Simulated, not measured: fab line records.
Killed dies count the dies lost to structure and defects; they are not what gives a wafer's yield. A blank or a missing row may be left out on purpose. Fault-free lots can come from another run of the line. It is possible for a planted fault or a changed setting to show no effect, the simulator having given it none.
fab line records | flow n5Finfet
record lots=5 wafers=15 lastDay=18
route steps=1938 shown BEOL_M1@836 BEOL_M2@841 BEOL_M4@1111
lots that met no fault: from a run of the same line without faults
startH: hours from the record's opening day to when the first of the lot's shown wafers began | waitH: hours from the lot's prior step to this one | " identical to the entry in the row above | L1.1+2: a single row standing in for several wafers | - either no value or no given start | * or withheld: withheld | < > ~ a bound
route shown NAME@n: names a module that has steps shown in the file, with the first one's number in the route | usual: mean/standard deviation taken from wafers without a fault | same: alike in all rows | chamber/n: place in a boat | sites: each site's reading | _std_site: standard deviation of those values | _edge_site: the outer-site mean with the inner-site mean subtracted | radiusMm: how far each site lies from the wafer's centre | mask NAME#n: copy n | behind: tool/chamber where the wafer was last shaped | hold: reason for holding the lot/hours on hold/outcome of the hold | device: the transistor (n, p or np) that didn't switch | end of line: tests of these same wafers at the route's end | a step with no rows: only its recipe | killed: count of dies lost to structure and defects at first sort (not the wafer's yield) | map: the dies of a wafer, with x for killed, . for not killed, _ for no die there
set.NAME: the setting as run; set.NAME@STEP: as run at that earlier step | model.NAME: the simulator's own value behind a step, which no gauge read
a table for each step, a row for each wafer; lots at some steps of the route
services: the hour from which a tool's chamber was out of use, counted from the record's first day as startH (under 0 if before that day), plus the number of hours and why
## steps
# step N5_BEOL_M1_CO_CAP_55
# recipe material=Co targetThkA=20 tempC=200 precursor=CCTBA/H2 pressureTorr=30 timeS=102.1
# step N5_BEOL_M1_PRE_CLEAN_56
# recipe gas=NH3 timeS=15 tempC=withheld rfPowerW=300
# step N5_BEOL_M1_DEP_57
# recipe material=SiCN targetThkA=80 tempC=withheld precursor=3MS/NH3 pressureTorr=3 rfW=202 timeS=14
# step N5_BEOL_M2_ILD_DEP_00
# recipe material=SiOC targetThkA=790 tempC=350 precursor=DEMS/O2 pressureTorr=5 rfW=500 timeS=15.3
# step N5_BEOL_M2_PECVD_72
# recipe material=SiO2 targetThkA=160 tempC=400 precursor=TEOS/O2 pressureTorr=5.5 rfW=450 teosFlowSccm=53.8 gas=O2 flowSccm=3000 timeS=18
# step N5_BEOL_M2_HM_DEP_02
# recipe material=TiN targetThkA=200 tempC=25 chamberPressurePa=0.49996
# step N5_BEOL_M2_COAT_61
# recipe resist=SOC tempC=250 timeS=60 spinRpm=1500 resistThkNm=60
# step N5_BEOL_M2_COAT_62
# recipe resist=SiARC tempC=220 timeS=60 spinRpm=1500 resistThkNm=12
# step N5_BEOL_M2_COAT_73
# recipe resist=underlayer tempC=205 timeS=60 spinRpm=1500 resistThkNm=5
# step N5_BEOL_M2_COAT_05
# recipe resist=CAR-EUV spinRpm=1500 resistThkNm=30
# usual spinSpeedRpm=1500.3/0.91
# columns lot.wafer tool chamber startH waitH spinSpeedRpm model.CAR-EUV_of_BEOL_M2_COAT_05.thkNm
L666.1 lithoTrack-04 0 182.39 - 1498.9 30.2
L666.3 " 0 " " 1500.0 30
L666.4 " 0 " " 1500.5 30.2
L668.2 lithoTrack-04 0 209.30 - 1403.4 31
L668.5 " 0 " " 1403.1 31
L668.6 " 0 " " 1403.0 31
L670.2 lithoTrack-04 0 230.19 - 1402.6 31.2
L670.3 " 0 " " 1403.9 31.2
L670.6 " 0 " " 1402.2 31
L672.2 lithoTrack-04 0 237.23 - 1402.6 31.2
L672.3 " 0 " " 1401.5 31.2
L672.5 " 0 " " 1401.7 31
L680.1 lithoTrack-01 0 274.16 - 1498.9 29.8
L680.4 " 0 " " 1497.6 29.8
L680.6 " 0 " " 1498.6 29.8
# step N5_BEOL_M2_EBR_07
# recipe solvent=PGMEA ebrWidthMm=1.5
# step N5_BEOL_M2_SOFTBAKE_06
# recipe tempC=110 timeS=60 resist=CAR-EUV
# step N5_BEOL_M2_EXPOSE_08
# recipe maskId=M2 na=0.33 sourceShape=dipole sigmaInner=0.369 sigmaOuter=0.767 polarization=unpolarized doseMj=41.25
# step N5_BEOL_M2_PEB_09
# recipe pebTempC=100 pebTimeS=60 resist=CAR-EUV
# step N5_BEOL_M2_DEVELOP_10
# recipe developTimeS=30 developer=TMAH resist=CAR-EUV rinseLiquid=surfactantRinse dry=airSpin devTempC=23
# step N5_BEOL_M2_DESCUM_16
# recipe chemistry=O2 timeS=7 sourcePowerW=50 biasPowerW=20 pressureMtorr=20 rfFrequencyHz=2.712e+07 tempC=40 resist=CAR-EUV o2FlowSccm=225
# usual chamberPressureMTorr=19.998/0.018 drypumpMotorCurrentA=5.6/0.56 o2FlowSccm=225.1/0.7 oesProductAu=0.79/0.088 rfVppV=243.1/1.4 showerheadPlenumPTorr=2.11/0.079 throttleValvePct=20.4/0.36
# columns lot.wafer tool chamber startH waitH chamberPressureMTorr drypumpMotorCurrentA o2FlowSccm oesProductAu rfHoursCounterH rfVppV showerheadPlenumPTorr throttleValvePct model.CAR-EUV_of_BEOL_M2_COAT_05.thkNm
L666.1 rieDiel-02 2 182.85 0.1 20.004 5.3 225.1 0.87 41 246.0 2.25 20.1 26.4
L666.3 " 1 " " 19.998 6.0 223.9 0.70 215 242.5 2.16 20.5 26.2
L666.4 " 3 " " 19.977 5.8 225.0 0.80 110 243.6 2.10 20.1 26.2
L668.2 rieDiel-02 0 209.80 0.0 20.016 5.7 225.2 0.82 79 241.9 2.04 20.1 27
L668.5 " 0 " " 19.995 5.7 225.6 0.83 - 242.3 2.04 20.1 27
L668.6 " 3 " " 20.004 5.8 224.8 0.79 - 243.1 2.09 20.2 27.2
L670.2 rieDiel-05 3 230.70 0.0 19.989 5.4 225.7 0.94 6 244.6 2.07 20.1 27.2
L670.3 " 0 " " 20.026 5.2 225.8 0.79 128 241.8 2.02 20.2 27.2
L670.6 " 3 " " 19.973 5.4 223.9 0.95 - 242.3 2.07 20.1 27.2
L672.2 rieDiel-05 1 237.61 0.0 19.967 4.8 224.3 0.87 41 241.6 2.05 19.8 27.2
L672.3 " 3 " " 20.027 5.4 225.4 0.93 8 242.4 2.07 20.1 27.2
L672.5 " 3 " " 19.958 5.4 226.9 0.95 - 240.8 2.07 20.1 27.2
L680.1 rieDiel-06 3 274.78 0.0 19.985 6.7 224.8 0.69 244 243.3 2.18 20.9 26
L680.4 " 0 " " 20.005 4.9 225.2 0.86 83 245.3 2.21 20.1 26
L680.6 " 1 " " 20.000 5.1 226.2 0.92 - 244.1 2.05 20.0 25.8
# step N5_BEOL_M2_ETCH_74
# recipe chemistry=N2/H2 target=underlayer targetDepthA=65 maskMaterial=CAR-EUV timeS=5.2 ionEnergyEv=200 pressureMtorr=30 sourceW=840 biasW=150 n2FlowSccm=200 h2FlowSccm=200 ends=cleared
# step N5_BEOL_M4_RC_MEAS_101
# usual DIBL_N=36.5/1.4 DIBL_P=36.6/1.9 IOFF_N=0.167/0.029 IOFF_P=0.21/0.033 ION_N=674/12 ION_P=460/8.9 SS_N=71.6/0.57 SS_P=73.4/0.61 VT_N=249/3.3 VT_P=-250/3.3
# columns lot.wafer tool chamber startH waitH DIBL_N[mV/V] DIBL_P[mV/V] IOFF_N[nA/um] IOFF_P[nA/um] ION_N[uA/um] ION_P[uA/um] SS_N[mV/dec] SS_P[mV/dec] VT_N[mV] VT_P[mV]
L666.1 prober-01 0 214.73 0.0 39.4 39.9 0.250 0.27 695 468 72.0 74.6 238 -248
L666.3 " 0 " " 36.2 35.6 0.155 0.18 681 457 72.0 73.7 247 -252
L666.4 " 0 " " 38.2 37.7 0.201 0.21 686 461 72.1 73.2 246 -252
L668.2 prober-01 0 233.54 0.2 35.3 35.9 0.150 0.21 681 464 71.1 72.5 250 -250
L668.5 " 0 " " 37.7 38.1 0.179 0.26 676 466 71.7 73.1 246 -245
L668.6 " 0 " " 36.4 37.5 0.161 0.24 685 478 71.1 73.1 248 -249
L670.2 prober-02 0 261.77 0.6 35.5 34.6 0.159 0.21 672 461 71.6 73.5 248 -251
L670.3 " 0 " " 33.6 32.6 0.123 0.17 668 457 70.5 72.7 252 -255
L670.6 " 0 " " 35.6 35.3 0.165 0.22 680 465 71.1 73.3 249 -249
L672.2 prober-01 0 265.89 0.2 37.2 38.0 0.184 0.21 679 464 70.9 73.5 246 -249
L672.3 " 0 " " 39.7 39.8 0.224 0.25 676 455 72.4 74.5 248 -249
L672.5 " 0 " " 37.9 39.0 0.195 0.22 678 460 72.5 74.1 249 -250
L680.1 prober-01 0 308.55 0.0 40.7 41.6 0.277 0.33 690 470 73.3 75.1 240 -244
L680.4 " 0 " " 35.2 34.5 0.134 0.19 649 447 72.0 72.4 253 -250
L680.6 " 0 " " 35.7 35.9 0.154 0.22 669 458 71.7 72.8 249 -250
## services
# columns tool chamber startH hours kind
rieDiel-06 2 168.37 33.9 repair
rieDiel-06 - 195.13 28.1 pm
rieDiel-05 3 198.03 - clean
rieDiel-05 3 198.03 - consumableReplace:focusRing
rieDiel-05 3 198.03 19.4 scheduledDown
rieDiel-05 3 198.03 19.4 ventCycle
lithoTrack-01 - 218.22 - consumableReplace:filter
rieDiel-06 1 223.23 - clean
rieDiel-06 1 223.23 - consumableReplace:focusRing
rieDiel-06 1 223.23 18.1 scheduledDown
rieDiel-06 1 223.23 18.1 ventCycle
rieDiel-05 - 250.18 0.4 repair
rieDiel-02 1 268.76 - clean
rieDiel-02 1 268.76 - consumableReplace:focusRing
rieDiel-02 1 268.76 20.5 scheduledDown
rieDiel-02 1 268.76 20.5 ventCycle
## key
firstSign step=N5_BEOL_M2_COAT_05 reading=spinSpeedRpm direction=down sigmas=99+ usual=* struck=*
effect none on later readings
modelEffect step=N5_BEOL_M2_COAT_05 value=CAR-EUV_of_BEOL_M2_COAT_05.thkNm without=30.04 struck=31.09
modelEffect step=N5_BEOL_M2_DESCUM_16 value=CAR-EUV_of_BEOL_M2_COAT_05.thkNm without=26.13 struck=27.16
metAt N5_BEOL_M2_COAT_05
struckWafers L668.2,L668.5,L668.6,L670.2,L670.3,L670.6,L672.2,L672.3,L672.5
onsetBetween 182.39 209.30
fault kind=processParameterDrift tool=lithoTrack-04 chamber=- onsetH=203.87 steps=N5_BEOL_M2_COAT_05 channel=spinRpm offset=* shape=step endH=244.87 actsIn=* stated=*
